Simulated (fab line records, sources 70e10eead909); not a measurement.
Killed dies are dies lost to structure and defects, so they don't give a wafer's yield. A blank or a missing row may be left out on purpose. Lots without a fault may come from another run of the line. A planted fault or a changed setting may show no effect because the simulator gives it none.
fab line records | flow nand_harc
record lots=24 wafers=72 last_day=24
route steps=1159 shown A_BLC@979 A_M0@1004 A_M1@1037
lots that met no fault: from a run of the same line without faults
start_h: hours from the record's first day to the start of the lot's first wafer shown | wait_h: hours since the lot's step before | " the same as in the row above | L1.1+2: a row that stands for several wafers | - no value, or no start given | * or withheld: withheld | < > ~ a bound
route shown NAME@n: a module of which the file shows steps, and the number in the route of the first | usual: mean/standard deviation of fault-free wafers | same: alike in all rows | chamber/n: place in a boat | sites: the reading at each site | _std_site: their standard deviation | _edge_site: outer sites' mean less inner sites' | radius_mm: how far each site lies from the wafer's centre | mask NAME#n: copy n | behind: the tool/chamber that last shaped the wafer | hold: why the lot was held/for how many hours/how that ended | device: the transistor (n, p or np) that didn't switch | end of line: the same wafers' tests at the end of the route | a step without rows: its recipe alone | killed: dies lost to structure and defects at the first sort, not the wafer's yield | map: a wafer's dies, x killed, . not, _ none there
set.NAME: the setting as run; set.NAME@STEP: as run at that earlier step | model.NAME: the simulator's own value behind a step, which no gauge read
steps of the route over a sample of lots; a table a step, a row a wafer
services: from which hour (start_h, from the record's first day; less than 0 if before it) a tool's chamber was out of use, for how many hours, and why
## steps
# step NHARC_A_BLC_ETCH_17
# recipe target_depth_a=3900 over_etch_frac=0.25 time_s=609.38 ion_energy_ev=200 n2_flow_sccm=150 h2_flow_sccm=150 ar_flow_sccm=0 rf_w=400 bias_w=150 chemistry=N2/H2
# usual drypump_motor_current_A=5.8/0.61 oes_product_au=1.004/0.015 rf_vpp_V=431.1/2.4 showerhead_plenum_p_Torr=2.06/0.084 throttle_valve_pct=14.171/0.01
# same over_etch_frac=0.25
# columns lot.wafer tool chamber start_h wait_h drypump_motor_current_A oes_product_au rf_hours_counter_h rf_vpp_V showerhead_plenum_p_Torr throttle_valve_pct
L074.2 rie_diel-08 0 - - 5.9 0.999 9 433.1 2.10 14.153
L074.1 " 1 " " 5.1 0.991 10 430.1 2.01 14.160
L074.5 " 3 " " 6.3 0.994 - 432.4 2.14 14.165
L075.2 rie_diel-08 0 - - 5.9 0.997 12 433.3 2.10 14.173
L075.3 " 2 " " 6.3 1.004 11 428.4 1.97 14.171
L075.5 " 0 " " 6.0 0.994 - 432.1 2.10 14.159
L077.4 rie_diel-02 0 - - 5.0 1.016 7 427.2 1.92 14.169
L077.3 " 2 " " 6.2 0.988 7 434.4 2.16 14.159
L077.6 " 0 " " 5.0 1.008 - 427.6 1.92 14.170
L078.3 rie_diel-02 0 - - 5.0 1.021 7 425.9 1.92 14.159
L078.2 " 3 " " 6.6 0.988 7 431.7 2.09 14.161
L078.5 " 1 " " 5.2 1.027 - 432.0 2.12 14.174
L076.4 rie_diel-02 2 - - 6.2 0.993 8 433.9 2.16 14.176
L076.2 " 3 " " 6.6 0.992 7 432.9 2.09 14.158
L076.5 " 2 " " 6.2 0.993 - 434.3 2.16 14.172
L079.2 rie_diel-02 2 - - 6.2 0.996 10 432.5 2.16 14.171
L079.3 " 3 " " 6.6 0.987 9 432.2 2.09 14.178
L079.6 " 1 " " 5.2 1.018 - 432.6 2.12 14.160
L080.2 rie_diel-08 0 - - 5.9 0.989 15 430.6 2.10 14.156
L080.4 " 2 " " 6.3 1.007 13 428.3 1.97 14.175
L080.6 " 0 " " 5.9 0.989 - 431.9 2.10 14.188
L081.2 rie_diel-08 3 - - 6.2 1.019 15 433.2 2.13 14.159
L081.1 " 0 " " 5.9 0.996 16 432.6 2.10 14.193
L081.4 " 2 " " 6.3 1.008 14 428.5 1.97 14.163
L082.1 rie_diel-02 0 - - 5.0 1.004 10 426.0 1.92 14.160
L082.3 " 1 " " 5.2 1.018 11 433.0 2.12 14.186
L082.5 " 0 " " 5.0 1.010 - 425.9 1.92 14.180
L083.1 rie_diel-02 3 - - 6.6 0.983 10 430.8 2.09 14.177
L083.3 " 0 " " 5.0 1.013 11 427.0 1.92 14.193
L083.5 " 0 " " 5.0 1.016 - 427.9 1.92 14.180
L084.1 rie_diel-02 1 - - 5.2 1.007 12 434.0 2.12 14.176
L084.2 " 3 " " 6.6 0.978 11 431.1 2.09 14.166
L084.6 " 0 " " 5.0 1.011 - 427.1 1.92 14.182
L085.4 rie_diel-08 3 - - 6.2 1.023 18 432.9 2.13 14.161
L085.1 " 0 " " 5.9 0.996 17 431.8 2.10 14.167
L085.5 " 2 " " 6.3 0.999 - 427.9 1.97 14.159
L087.2 rie_diel-08 2 - - 6.3 1.011 17 428.0 1.97 14.157
L087.4 " 3 " " 6.2 1.026 18 432.0 2.13 14.169
L087.5 " 1 " " 5.1 1.005 - 429.4 2.01 14.182
L086.4 rie_diel-08 3 - - 6.3 1.032 18 431.6 2.13 14.164
L086.1 " 2 " " 6.3 1.014 17 429.9 1.97 14.176
L086.6 " 0 " " 6.0 0.999 - 431.1 2.10 14.193
L090.3 rie_diel-02 1 - - 5.2 1.021 16 431.9 2.12 14.177
L090.1 " 2 " " 6.2 0.974 13 433.3 2.16 14.164
L090.6 " 3 " " 6.6 0.988 - 432.5 2.09 14.167
L088.2 rie_diel-02 0 - - 5.0 1.017 15 426.9 1.92 14.168
L088.3 " 1 " " 5.2 1.010 17 433.7 2.12 14.165
L088.6 " 0 " " 5.0 1.008 - 427.1 1.91 14.159
L093.2 rie_diel-05 0 - - 4.7 1.025 50 430.1 1.99 14.163
L093.1 " 2 " " 6.2 0.982 50 427.4 1.92 14.167
L093.6 " 0 " " 4.7 1.010 - 428.8 1.99 14.178
L089.2 rie_diel-08 3 - - 6.3 1.011 0 432.7 2.13 14.204
L089.1 " 0 " " 5.9 0.975 0 432.8 2.10 14.179
L089.5 " 3 " " 6.3 1.001 - 431.8 2.13 14.177
L091.1 rie_diel-05 0 - - 4.8 1.012 52 429.8 1.99 14.162
L091.4 " 2 " " 6.1 0.983 54 427.3 1.92 14.171
L091.6 " 0 " " 4.7 1.017 - 428.8 1.99 14.192
L092.4 rie_diel-02 2 - - 6.2 0.972 16 434.3 2.16 14.175
L092.3 " 3 " " 6.6 0.992 18 431.0 2.09 14.159
L092.1 " 1 " " 5.2 1.019 18 433.6 2.12 14.171
L094.1 rie_diel-05 1 - - 5.7 1.023 56 429.4 1.98 14.179
L094.4 " 2 " " 6.1 0.987 59 428.0 1.91 14.164
L094.6 " 0 " " 4.8 1.012 - 429.0 1.99 14.181
L096.4 rie_diel-08 3 - - 6.3 1.017 3 432.9 2.13 14.172
L096.2 " 1 " " 5.2 1.009 2 429.4 2.01 14.159
L096.5 " 0 " " 6.0 0.989 - 433.0 2.10 14.184
L097.2 rie_diel-08 3 - - 6.2 1.013 4 432.1 2.13 14.156
L097.6 " 2 " " 6.3 0.992 - 429.8 1.97 14.165
L097.4 " 3 " " 6.2 1.012 - 431.9 2.13 14.182
L095.1 rie_diel-02 0 - - 5.0 1.016 1 426.7 1.91 14.148
L095.3 " 1 " " 5.2 0.990 1 432.5 2.12 14.173
L095.6 " 3 " " 6.6 0.988 - 432.5 2.09 14.172
# step NHARC_A_BLC_STRIP_21
# recipe o2_flow_sccm=500 ar_flow_sccm=0 bias_w=0 chemistry=O2
# usual drypump_motor_current_A=5.9/0.58 oes_product_au=1.001/0.013 rf_vpp_V=57.8/0.89 showerhead_plenum_p_Torr=3.57/0.12 throttle_valve_pct=17.036/0.0089
# columns lot.wafer tool chamber start_h wait_h drypump_motor_current_A oes_product_au rf_hours_counter_h rf_vpp_V showerhead_plenum_p_Torr throttle_valve_pct
L074.1 rie_diel-02 0 390.79 0.1 5.0 1.006 4 57.1 3.34 17.040
L074.2 " 1 " " 5.2 0.997 5 58.6 3.66 17.042
L074.5 " 3 " " 6.6 1.011 - 57.9 3.61 17.042
L077.3 rie_diel-08 2 407.66 0.1 6.4 1.010 11 57.0 3.42 17.025
L077.4 " 0 " " 6.0 0.997 12 57.6 3.63 17.037
L077.6 " 2 " " 6.4 0.998 - 56.7 3.42 17.040
L075.3 rie_diel-05 1 407.71 0.4 5.7 1.015 23 56.4 3.46 17.048
L075.2 " 3 " " 6.5 1.008 24 57.8 3.79 17.040
L075.5 " 0 " " 4.8 1.014 - 56.8 3.47 17.035
L078.3 rie_diel-08 3 416.42 0.1 6.3 1.004 12 56.8 3.68 17.033
L078.2 " 2 " " 6.3 0.998 11 57.7 3.42 17.035
L078.5 " 2 " " 6.3 1.005 - 58.2 3.42 17.046
L076.2 rie_diel-08 2 417.62 0.1 6.3 1.005 11 58.5 3.42 17.041
L076.4 " 3 " " 6.3 1.009 - 60.2 3.68 17.037
L076.5 " 0 " " 5.9 0.988 - 60.1 3.63 17.028
L079.3 rie_diel-02 0 431.68 0.1 5.0 1.012 9 56.4 3.34 17.021
L079.2 " 1 " " 5.2 1.029 10 57.7 3.65 17.023
L079.6 " 1 " " 5.2 1.021 - 57.6 3.65 17.033
L080.4 rie_diel-08 0 432.39 0.1 6.0 0.994 15 57.6 3.62 17.044
L080.2 " 1 " " 5.2 1.013 13 58.5 3.48 17.035
L080.6 " 3 " " 6.2 1.020 - 59.5 3.68 17.031
L081.1 rie_diel-08 1 443.69 0.2 5.2 1.017 14 57.9 3.49 17.052
L081.2 " 3 " " 6.3 1.015 15 58.4 3.67 17.034
L081.4 " 0 " " 5.9 0.993 16 57.4 3.62 17.037
L082.3 rie_diel-08 3 444.72 0.1 6.3 1.016 16 58.1 3.68 17.032
L082.1 " 2 " " 6.3 0.994 15 57.3 3.42 17.036
L082.5 " 0 " " 5.9 0.994 - 58.7 3.62 17.030
L083.3 rie_diel-08 1 445.54 0.1 5.2 1.011 14 57.4 3.48 17.034
L083.1 " 2 " " 6.3 0.999 15 57.6 3.41 17.037
L083.5 " 0 " " 5.9 0.998 - 59.0 3.62 17.038
L084.2 rie_diel-02 3 448.14 0.1 6.6 0.991 11 58.4 3.61 17.026
L084.1 " 1 " " 5.2 1.020 12 58.5 3.65 17.051
L084.6 " 1 " " 5.2 1.010 - 57.6 3.65 17.029
L085.1 rie_diel-02 2 457.93 0.2 6.2 0.975 11 56.5 3.71 17.040
L085.4 " 1 " " 5.2 1.024 - 58.4 3.65 17.047
L085.5 " 2 " " 6.2 0.979 - 57.9 3.71 17.027
L087.2 rie_diel-08 1 463.31 0.1 5.1 1.009 17 58.6 3.48 17.028
L087.4 " 3 " " 6.3 1.018 18 56.6 3.67 17.030
L087.5 " 1 " " 5.1 1.003 - 57.9 3.48 17.044
L086.1 rie_diel-08 0 467.46 0.1 6.0 0.986 18 58.4 3.62 17.023
L086.4 " 1 " " 5.1 1.001 17 58.3 3.48 17.048
L086.6 " 2 " " 6.4 0.995 - 56.1 3.41 17.029
L090.1 rie_diel-02 1 480.11 0.1 5.2 1.014 16 56.6 3.65 17.034
L090.3 " 3 " " 6.7 1.003 16 58.7 3.60 17.027
L090.6 " 1 " " 5.2 1.023 - 57.7 3.65 17.053
L088.3 rie_diel-02 2 487.36 0.1 6.2 0.967 14 59.0 3.71 17.034
L088.2 " 0 " " 5.0 1.009 15 56.4 3.33 17.038
L088.6 " 1 " " 5.2 1.008 - 58.4 3.65 17.047
L093.1 rie_diel-08 3 488.71 0.1 6.3 1.012 0 58.8 3.67 17.037
L093.2 " 1 " " 5.2 1.008 0 58.1 3.48 17.061
L093.6 " 3 " " 6.3 1.014 - 58.7 3.67 17.028
L089.1 rie_diel-02 2 493.57 0.1 6.2 0.977 15 58.4 3.71 17.042
L089.2 " 0 " " 5.0 1.009 16 56.8 3.33 17.028
L089.5 " 2 " " 6.2 0.987 - 56.9 3.71 17.036
L091.4 rie_diel-02 3 499.11 0.1 6.6 1.006 18 57.3 3.60 17.025
L091.1 " 0 " " 5.0 1.018 16 57.1 3.33 17.036
L091.6 " 3 " " 6.6 0.992 - 57.7 3.60 17.047
L092.3 rie_diel-08 1 505.60 0.1 5.1 1.005 1 57.4 3.48 17.049
L092.1 " 3 " " 6.3 1.009 2 58.1 3.67 17.035
L092.4 " 0 " " 5.9 0.983 2 57.7 3.62 17.014
L094.1 rie_diel-02 0 514.10 0.1 5.0 1.018 0 56.4 3.33 17.041
L094.4 " 2 " " 6.2 0.990 0 57.9 3.71 17.029
L094.6 " 0 " " 5.0 1.012 - 56.9 3.33 17.026
L096.4 rie_diel-02 1 515.04 0.1 5.3 0.999 0 58.0 3.65 17.023
L096.2 " 3 " " 6.6 0.975 0 58.7 3.60 17.015
L096.5 " 1 " " 5.2 0.997 - 58.1 3.65 17.036
L097.4 rie_diel-02 2 518.10 0.1 6.2 0.999 0 58.9 3.71 17.043
L097.2 " 3 " " 6.6 0.987 0 58.1 3.60 17.036
L097.6 " 3 " " 6.6 0.986 - 57.1 3.60 17.040
L095.1 rie_diel-08 2 526.85 0.1 6.3 0.984 4 56.4 3.41 17.032
L095.3 " 0 " " 5.9 0.987 5 58.1 3.62 17.036
L095.6 " 2 " " 6.3 0.981 - 57.3 3.41 17.035
# step NHARC_A_BLC_PVD_32
# recipe target_thk_a=50 chamber_pressure_pa=5 power_w=5000 substrate_temp_c=200 time_s=17.7 material=Ti
# usual throttle_valve_pct=30.0/1.1
# columns lot.wafer tool chamber start_h wait_h throttle_valve_pct
L074.1 pvd_sputter-02 - - - 28.7
L074.2 " - " " 30.2
L074.5 " - " " 30.1
L077.3 pvd_sputter-01 - - - 29.9
L077.4 " - " " 31.1
L077.6 " - " " 30.6
L075.2 pvd_sputter-03 - - - 30.0
L075.3 " - " " 30.0
L075.5 " - " " 27.5
L078.2 pvd_sputter-02 - - - 28.7
L078.3 " - " " 31.7
L078.5 " - " " 29.0
L076.4 pvd_sputter-01 - - - 29.0
L076.2 " - " " 30.5
L076.5 " - " " 28.8
L079.2 pvd_sputter-02 - - - 31.9
L079.3 " - " " 28.7
L079.6 " - " " 29.9
L080.4 pvd_sputter-03 - - - 27.3
L080.2 " - " " 30.1
L080.6 " - " " 27.3
L081.2 pvd_sputter-01 - - - 28.9
L081.4 " - " " 30.6
L081.1 " - " " 29.9
L082.3 pvd_sputter-02 - - - 28.8
L082.1 " - " " 29.8
L082.5 " - " " 28.9
L083.3 pvd_sputter-01 - - - 31.0
L083.1 " - " " 29.0
L083.5 " - " " 30.6
L084.1 pvd_sputter-03 - - - 30.0
L084.2 " - " " 27.5
L084.6 " - " " 30.2
L085.1 pvd_sputter-02 - - - 32.0
L085.4 " - " " 29.9
L085.5 " - " " 31.8
L087.2 pvd_sputter-01 - - - 30.4
L087.4 " - " " 31.0
L087.5 " - " " 30.5
L086.4 pvd_sputter-01 - - - 28.8
L086.1 " - " " 31.1
L086.6 " - " " 30.5
L090.1 pvd_sputter-02 - - - 29.7
L090.3 " - " " 28.7
L090.6 " - " " 30.0
L088.3 pvd_sputter-01 - - - 30.8
L088.2 " - " " 29.8
L088.6 " - " " 29.0
L093.1 pvd_sputter-02 - - - 31.4
L093.2 " - " " 29.8
L093.6 " - " " 31.4
L089.2 pvd_sputter-03 - - - 29.7
L089.1 " - " " 28.5
L089.5 " - " " 30.1
L091.1 pvd_sputter-01 - - - 29.0
L091.4 " - " " 29.9
L091.6 " - " " 29.2
L092.3 pvd_sputter-03 - - - 29.5
L092.1 " - " " 29.9
L092.4 " - " " 28.7
L094.4 pvd_sputter-02 - - - 30.0
L094.1 " - " " 31.9
L094.6 " - " " 28.6
L096.2 pvd_sputter-03 - - - 29.7
L096.4 " - " " 29.2
L096.5 " - " " 29.5
L097.2 pvd_sputter-02 - - - 31.2
L097.4 " - " " 29.6
L097.6 " - " " 31.3
L095.1 pvd_sputter-02 - - - 29.0
L095.3 " - " " 31.9
L095.6 " - " " 29.7
# step NHARC_A_M0_CD_MEAS_09
# recipe target_cd_nm=80 landing_energy_ev=500
# usual cd_nm=80.3/0.97
# columns lot.wafer tool chamber start_h wait_h cd_nm
L074.1 cd_sem-01 0 405.26 - 79.0
L074.2 " 0 " " 78.4
L074.5 " 0 " " 77.8
L077.3 cd_sem-02 0 415.76 - 79.8
L077.4 " 0 " " 79.7
L077.6 " 0 " " 80.4
L075.2 cd_sem-03 0 415.97 - 81.0
L075.3 " 0 " " 81.7
L075.5 " 0 " " 80.7
L078.2 cd_sem-03 0 419.18 - 79.9
L078.3 " 0 " " 80.9
L078.5 " 0 " " 81.3
L076.2 cd_sem-01 0 420.37 - 78.9
L076.4 " 0 " " 79.9
L076.5 " 0 " " 78.5
L079.2 cd_sem-01 0 441.77 - 78.6
L079.3 " 0 " " 79.2
L079.6 " 0 " " 79.9
L080.2 cd_sem-02 0 442.70 - 80.4
L080.4 " 0 " " 80.8
L080.6 " 0 " " 82.3
L081.1 cd_sem-02 0 446.27 - 82.5
L081.2 " 0 " " 80.5
L081.4 " 0 " " 81.2
L082.1 cd_sem-02 0 447.74 - 80.2
L082.3 " 0 " " 81.1
L082.5 " 0 " " 81.5
L083.1 cd_sem-03 0 448.11 - 80.2
L083.3 " 0 " " 80.5
L083.5 " 0 " " 80.0
L084.1 cd_sem-03 0 450.84 - 79.3
L084.2 " 0 " " 80.2
L084.6 " 0 " " 79.6
L085.1 cd_sem-02 0 465.73 - 81.3
L085.4 " 0 " " 80.1
L085.5 " 0 " " 79.6
L087.2 cd_sem-01 0 466.87 - 80.7
L087.4 " 0 " " 82.0
L087.5 " 0 " " 80.2
L086.1 cd_sem-01 0 470.17 - 81.0
L086.4 " 0 " " 80.0
L086.6 " 0 " " 81.7
L090.1 cd_sem-01 0 486.85 - 80.9
L090.3 " 0 " " 79.7
L090.6 " 0 " " 80.0
L088.2 cd_sem-03 0 496.90 - 79.1
L088.3 " 0 " " 79.7
L088.6 " 0 " " 79.9
L093.1 cd_sem-01 0 497.69 - 79.5
L093.2 " 0 " " 80.7
L093.6 " 0 " " 79.7
L089.1 cd_sem-01 0 503.74 - 79.1
L089.2 " 0 " " 80.3
L089.5 " 0 " " 80.7
L091.1 cd_sem-02 0 508.06 - 82.1
L091.4 " 0 " " 81.2
L091.6 " 0 " " 81.9
L092.1 cd_sem-01 0 510.01 - 79.7
L092.3 " 0 " " 80.5
L092.4 " 0 " " 81.0
L094.1 cd_sem-01 0 517.90 - 80.6
L094.4 " 0 " " 79.8
L094.6 " 0 " " 80.7
L096.2 cd_sem-01 0 518.57 - 79.2
L096.4 " 0 " " 78.4
L096.5 " 0 " " 79.3
L097.2 cd_sem-03 0 520.74 - 80.5
L097.4 " 0 " " 81.2
L097.6 " 0 " " 81.2
L095.1 cd_sem-01 0 532.50 - 81.2
L095.3 " 0 " " 78.7
L095.6 " 0 " " 79.4
# step NHARC_A_M0_OVL_MEAS_10
# recipe pitch_nm=160
# usual overlay_x_nm=0.1/0.79 overlay_y_nm=-0.1/0.96
# columns lot.wafer tool chamber start_h wait_h overlay_x_nm overlay_y_nm
L074.1 overlay-02 - 405.36 - 0.0 -0.3
L074.2 " - " " 0.6 -1.1
L074.5 " - " " -0.1 -0.5
L077.3 overlay-01 - 415.85 - -0.1 1.8
L077.4 " - " " 0.1 1.9
L077.6 " - " " 0.5 2.0
L075.2 overlay-01 - 416.06 - 0.1 0.4
L075.3 " - " " 0.8 0.4
L075.5 " - " " 0.1 0.7
L078.2 overlay-02 - 419.26 - 1.2 -0.3
L078.3 " - " " 0.8 -0.2
L078.5 " - " " 1.0 -0.9
L076.2 overlay-01 - 420.48 - 0.0 -1.0
L076.4 " - " " -0.3 -0.6
L076.5 " - " " -0.6 -0.3
L079.2 overlay-02 - 441.85 - 0.1 -1.4
L079.3 " - " " 0.5 -0.4
L079.6 " - " " 0.0 -1.1
L080.2 overlay-01 - 442.78 - -0.2 -0.5
L080.4 " - " " -0.5 0.2
L080.6 " - " " -0.4 0.1
L081.1 overlay-01 - 446.36 - -0.6 -0.4
L081.2 " - " " -0.5 -0.6
L081.4 " - " " -0.8 -0.4
L082.1 overlay-01 - 447.83 - 0.3 -0.2
L082.3 " - " " 0.0 -0.6
L082.5 " - " " 0.4 0.0
L083.1 overlay-01 - 448.20 - 0.0 0.2
L083.3 " - " " 0.3 -0.1
L083.5 " - " " -0.1 0.8
L084.1 overlay-02 - 450.92 - 1.1 -0.2
L084.2 " - " " 1.2 0.0
L084.6 " - " " 1.4 0.6
L085.1 overlay-02 - 465.81 - 0.3 -0.6
L085.4 " - " " 0.6 -1.3
L085.5 " - " " 0.9 -1.2
L087.2 overlay-02 - 466.95 - -1.2 0.4
L087.4 " - " " -1.4 0.1
L087.5 " - " " -0.4 0.3
L086.1 overlay-01 - 470.25 - -0.1 0.5
L086.4 " - " " 0.0 1.0
L086.6 " - " " -0.6 0.7
L090.1 overlay-02 - 486.94 - 0.9 -0.2
L090.3 " - " " 0.9 -0.7
L090.6 " - " " 0.5 -1.0
L088.2 overlay-01 - 497.00 - -1.3 -1.5
L088.3 " - " " -1.3 -0.6
L088.6 " - " " -1.6 -1.5
L093.1 overlay-01 - 497.78 - -0.8 -1.6
L093.2 " - " " -0.7 -1.5
L093.6 " - " " -0.4 -1.4
L089.1 overlay-01 - 503.82 - -0.3 -1.8
L089.2 " - " " 0.2 -1.6
L089.5 " - " " 0.1 -1.9
L091.1 overlay-02 - 508.15 - 0.0 0.5
L091.4 " - " " 0.6 1.1
L091.6 " - " " 0.6 0.5
L092.1 overlay-02 - 510.09 - -0.4 -0.1
L092.3 " - " " -0.3 0.1
L092.4 " - " " 0.3 -0.2
L094.1 overlay-01 - 517.99 - 1.9 -0.3
L094.4 " - " " 2.6 -0.2
L094.6 " - " " 1.8 -0.4
L096.2 overlay-02 - 518.66 - -0.4 2.2
L096.4 " - " " -0.1 1.5
L096.5 " - " " -0.6 1.9
L097.2 overlay-02 - 520.84 - -0.8 0.4
L097.4 " - " " 0.2 0.9
L097.6 " - " " -0.7 0.8
L095.1 overlay-02 - 532.59 - -0.2 0.9
L095.3 " - " " 0.2 0.7
L095.6 " - " " -0.5 1.2
# step NHARC_A_M1_OVL_MEAS_10
# recipe pitch_nm=240
# usual overlay_x_nm=-0.2/0.88 overlay_y_nm=0.0/0.61
# columns lot.wafer tool chamber start_h wait_h overlay_x_nm overlay_y_nm
L074.1 overlay-02 - 409.31 - 1.0 -0.8
L074.2 " - " " 1.0 -0.7
L074.5 " - " " 1.7 -1.1
L077.3 overlay-02 - 420.87 - 0.1 -0.1
L077.4 " - " " -0.4 -0.2
L077.6 " - " " 0.4 -0.8
L075.2 overlay-01 - 421.03 - -0.2 0.6
L075.3 " - " " -1.0 0.8
L075.5 " - " " -0.7 0.4
L078.2 overlay-01 - 424.34 - 0.9 0.5
L078.3 " - " " 1.0 0.1
L078.5 " - " " 1.3 0.9
L076.2 overlay-02 - 425.06 - -0.3 -1.1
L076.4 " - " " 0.4 -0.1
L076.5 " - " " 0.5 -0.9
L079.2 overlay-02 - 445.84 - -1.0 0.8
L079.3 " - " " -0.6 0.4
L079.6 " - " " -1.0 0.2
L080.2 overlay-02 - 446.73 - 0.5 -0.1
L080.4 " - " " 0.0 -0.3
L080.6 " - " " -0.1 0.3
L081.1 overlay-02 - 450.34 - -0.2 -0.8
L081.2 " - " " -0.8 -0.7
L081.4 " - " " -0.2 -0.5
L082.1 overlay-02 - 452.48 - 1.3 0.0
L082.3 " - " " 0.3 -0.1
L082.5 " - " " 0.7 0.0
L083.1 overlay-02 - 452.82 - -0.3 0.3
L083.3 " - " " -0.8 0.4
L083.5 " - " " -0.3 0.9
L084.1 overlay-02 - 455.72 - -0.8 -1.0
L084.2 " - " " -1.0 -1.8
L084.6 " - " " -1.0 -1.2
L085.1 overlay-02 - 469.79 - -2.2 -0.5
L085.4 " - " " -1.5 -0.5
L085.5 " - " " -1.7 -0.5
L087.2 overlay-01 - 470.98 - -2.0 0.7
L087.4 " - " " -1.6 0.9
L087.5 " - " " -1.6 0.9
L086.1 overlay-02 - 474.23 - 0.2 0.3
L086.4 " - " " 0.1 -0.4
L086.6 " - " " 0.4 0.5
L090.1 overlay-01 - 491.02 - -0.9 -0.7
L090.3 " - " " -1.6 -0.7
L090.6 " - " " -1.1 -0.7
L088.2 overlay-02 - 501.17 - 0.9 -0.2
L088.3 " - " " 0.7 -0.1
L088.6 " - " " 1.4 0.6
L093.1 overlay-02 - 501.84 - -0.3 0.3
L093.2 " - " " 0.1 1.3
L093.6 " - " " -0.2 0.8
L089.1 overlay-01 - 508.02 - 0.9 -0.2
L089.2 " - " " 0.4 -0.3
L089.5 " - " " 0.5 -0.8
L091.1 overlay-02 - 512.18 - -1.3 0.2
L091.4 " - " " -1.2 0.1
L091.6 " - " " -0.9 0.2
L092.1 overlay-01 - 514.02 - -0.8 -0.5
L092.3 " - " " -0.6 -0.7
L092.4 " - " " -0.7 -0.8
L094.1 overlay-01 - 522.47 - -0.7 -0.3
L094.4 " - " " -0.9 0.5
L094.6 " - " " -0.5 -0.4
L096.2 overlay-02 - 523.00 - -0.7 0.2
L096.4 " - " " -0.5 0.0
L096.5 " - " " -1.0 0.6
L097.2 overlay-01 - 524.78 - 0.0 0.7
L097.4 " - " " 0.6 0.5
L097.6 " - " " -0.1 0.8
L095.1 overlay-02 - 536.94 - 0.0 0.2
L095.3 " - " " 0.6 0.2
L095.6 " - " " 0.9 0.3
## services
# columns tool chamber start_h hours kind
pvd_sputter-02 - 370.20 12.2 repair
rie_diel-05 0 372.58 1.2 repair
rie_diel-08 0 384.37 - clean
rie_diel-08 1 384.37 - clean
rie_diel-08 2 384.37 - clean
rie_diel-08 3 384.37 - clean
rie_diel-02 0 385.72 - clean
rie_diel-02 1 385.72 - clean
rie_diel-02 2 385.72 - clean
pvd_sputter-03 - 387.14 4.8 repair
pvd_sputter-02 - 392.00 10.0 pm
rie_diel-08 1 414.05 10.7 repair
pvd_sputter-02 - 428.71 2.8 repair
rie_diel-02 2 442.18 7.8 repair
rie_diel-08 0 447.31 7.7 repair
rie_diel-02 0 454.67 3.7 repair
pvd_sputter-03 - 458.08 10.0 pm
rie_diel-02 0 473.74 8.5 repair
rie_diel-08 - 478.80 9.0 pm
rie_diel-02 - 504.88 9.0 pm
pvd_sputter-01 - 506.66 4.6 repair
pvd_sputter-01 - 514.02 10.0 pm
rie_diel-08 1 516.01 2.6 repair
rie_diel-05 - 517.77 9.0 pm
## key
fault none
